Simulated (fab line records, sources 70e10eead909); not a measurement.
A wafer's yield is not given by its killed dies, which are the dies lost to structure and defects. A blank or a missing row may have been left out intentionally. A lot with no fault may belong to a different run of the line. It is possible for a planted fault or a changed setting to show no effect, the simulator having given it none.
Comparing a struck lot with a sound one :: flow nand_harc :: 42 steps out of a route of 1302
Sound: these wafers, L113.1, L113.3, L113.4. Wafers struck: L108.3, L108.4, L108.5. The cause is named last.
At each step with rows: each side's tool, then ch and its chambers, then its first start. Under that, the readings that differ: sound wafers :: struck wafers :: difference of the means :: sigmas: that difference in standard deviations of wafers without a fault.
alike: words and numbers the same on both sides, and readings whose means are apart by under 2 such deviations; not compared: readings that were withheld, readings missing a value for some wafer, numbers with overlapping values and no deviation given by the record, and bounds like >300 which may hide the same value.
Wherever a step has rows on one side only, a row that says differs or no value, or a row with sigmas, the two part there. Numbers that don't overlap but have no deviation are shown without sigmas and don't part them. Lack of a reading on every wafer of one side parts them only where that side has two or more wafers.

first, 1 step without rows for these wafers: NHARC_A_DECK1_JOINT_SRD_15.
NHARC_A_DECK1_JOINT_DEP_16: deposits SiO2, target thk 45 nm.
  sound on pecvd-01 ch 0,1, day 18 15:55; struck on pecvd-04 ch 0,1,2, day 16 02:16
  alike: heater_power_w, throttle_valve_pct
NHARC_A_DECK1_JOINT_THK_MEAS_17: measures by ellipsometry.
  sound: film_metro-02 at day 18 16:10; struck: film_metro-01 at day 16 02:34
  alike: thk_nm
NHARC_A_DECK1_JOINT_INSPECT_05:
  sound: defect_inspect-01 at day 18 16:13; struck: defect_inspect-02 at day 16 02:35
  alike: raw_defect_count
then NHARC_A_ONON_D2_DEP_00 (target thk 1000 nm), 1 step lacking rows for these wafers.
NHARC_A_ONON_D2_THK_MEAS_02: measures by ellipsometry.
  sound: film_metro-02 at day 18 17:04; struck: film_metro-02 at day 16 03:10
  alike: thk_nm
then NHARC_A_ONON_D2_DEP_03 (target thk 1000 nm), 1 step lacking rows for these wafers.
NHARC_A_ONON_D2_THK_MEAS_05: measures by ellipsometry.
  sound: film_metro-02 at day 18 17:38; struck: film_metro-02 at day 16 03:44
  alike: thk_nm
then NHARC_A_ONON_D2_DEP_06 (target thk 1000 nm), 1 step lacking rows for these wafers.
NHARC_A_ONON_D2_THK_MEAS_08: measures by ellipsometry.
  sound: film_metro-01 at day 18 18:12; struck: film_metro-01 at day 16 04:19
  alike: thk_nm
then NHARC_A_ONON_D2_DEP_09 (target thk 1000 nm), 1 step lacking rows for these wafers.
NHARC_A_ONON_D2_THK_MEAS_11: measures by ellipsometry.
  sound: film_metro-01 at day 18 18:46; struck: film_metro-02 at day 16 04:53
reading: thk_nm (nm)
sound: 982 981 983
struck: 1003 1001 1002
difference: +20
sigmas: +3
NHARC_A_ONON_D2_DEP_12: target thk 1000 nm.
  sound on pecvd_onon-04 ch 0, day 18 18:49; struck on pecvd_onon-04 ch 0, day 16 05:04
NHARC_A_ONON_D2_THK_MEAS_14: measures by ellipsometry.
  sound: film_metro-02 at day 18 19:20; struck: film_metro-02 at day 16 05:27
reading: thk_nm (nm)
sound: 996 997 996
struck: 1024 1026 1026
difference: +29
sigmas: +2
then, 2 steps without rows for these wafers: NHARC_A_ONON_D2_ANNEAL_15 (time 3600 s); NHARC_A_ONON_D2_DEP_16 (target thk 1000 nm).
NHARC_A_ONON_D2_THK_MEAS_18: measures by ellipsometry.
  sound: film_metro-02 at day 19 02:23; struck: film_metro-02 at day 16 10:10
  alike: thk_nm
then NHARC_A_ONON_D2_DEP_19 (target thk 1000 nm), 1 step lacking rows for these wafers.
NHARC_A_ONON_D2_THK_MEAS_21: measures by ellipsometry.
  sound: film_metro-01 at day 19 02:58; struck: film_metro-02 at day 16 10:44
  alike: thk_nm
then NHARC_A_ONON_D2_DEP_22 (target thk 1000 nm), 1 step lacking rows for these wafers.
NHARC_A_ONON_D2_THK_MEAS_24: measures by ellipsometry.
  sound: film_metro-02 at day 19 03:32; struck: film_metro-01 at day 16 11:18
  alike: thk_nm
then NHARC_A_ONON_D2_DEP_25 (target thk 1000 nm), 1 step lacking rows for these wafers.
NHARC_A_ONON_D2_THK_MEAS_27: measures by ellipsometry.
  sound: film_metro-01 at day 19 04:06; struck: film_metro-02 at day 16 11:51
  alike: thk_nm
then NHARC_A_ONON_D2_DEP_28 (target thk 1000 nm), 1 step lacking rows for these wafers.
NHARC_A_ONON_D2_THK_MEAS_30: measures by ellipsometry.
  sound: film_metro-02 at day 19 04:40; struck: film_metro-02 at day 16 12:25
reading: thk_nm (nm)
sound: 979 982 981
struck: 1011 1011 1008
difference: +29
sigmas: +4
NHARC_A_ONON_D2_DEP_33: deposits SiO2, target thk 200 nm.
  sound on pecvd-02 ch 0,2, day 19 04:46; struck on pecvd-01 ch 0,2, day 16 12:31
  alike: heater_power_w, throttle_valve_pct
NHARC_A_ONON_D2_THK_MEAS_34: measures by ellipsometry.
  sound: film_metro-02 at day 19 05:08; struck: film_metro-02 at day 16 12:53
  alike: thk_nm
NHARC_A_ONON_D2_INSPECT_32:
  sound: defect_inspect-02 at day 19 05:12; struck: defect_inspect-01 at day 16 12:57
  alike: raw_defect_count
NHARC_A_CHANNEL_HOLE_D2_DEP_00: deposits aC, target thk 3100 nm.
  sound on acl_dep-01 ch 0, day 19 06:02; struck on acl_dep-03 ch 0, day 16 16:49
  alike: throttle_valve_pct
NHARC_A_CHANNEL_HOLE_D2_DEP_01: deposits SiON, target thk 140 nm.
  sound on pecvd-04 ch 0,1,2, day 19 07:58; struck on pecvd-04 ch 0,1, day 16 18:06
  alike: heater_power_w
then, 10 steps without rows for these wafers: NHARC_A_CHANNEL_HOLE_D2_DEHYDRATE_02 (time 120 s); NHARC_A_CHANNEL_HOLE_D2_HMDS_03 (time 30 s); NHARC_A_CHANNEL_HOLE_D2_COAT_36 (time 75 s); NHARC_A_CHANNEL_HOLE_D2_COAT_37 (time 65 s); NHARC_A_CHANNEL_HOLE_D2_COAT_04 (resist thk 90 nm); NHARC_A_CHANNEL_HOLE_D2_SOFTBAKE_05 (time 55 s); NHARC_A_CHANNEL_HOLE_D2_EBR_06; NHARC_A_CHANNEL_HOLE_D2_EXPOSE_07 (exposes mask HOLE D2, target cd 100 nm); NHARC_A_CHANNEL_HOLE_D2_PEB_08 (peb time 65 s); NHARC_A_CHANNEL_HOLE_D2_DEVELOP_09 (develop time 35 s).
NHARC_A_CHANNEL_HOLE_D2_CD_MEAS_10: the cd target is 100 nm.
  sound on cd_sem-03 ch 0, day 19 08:34; struck on cd_sem-01 ch 0, day 16 18:42
  alike: cd_nm
-- record jumps: 12 days between struck wafers' starts before vs after; left off in module A_CHANNEL_HOLE_D2, resumes in module END, first step shown is number 1302 of the route --
NHARC_END_SORT_01:
  only the struck wafers appear in the record here, on prober-01 ch 0 at day 28 14:27; the sound ones have no rows

## WHERE THEY PART
At NHARC_A_ONON_D2_THK_MEAS_11 first; at NHARC_END_SORT_01 last (within this record only).

WHY: what the simulator had put in
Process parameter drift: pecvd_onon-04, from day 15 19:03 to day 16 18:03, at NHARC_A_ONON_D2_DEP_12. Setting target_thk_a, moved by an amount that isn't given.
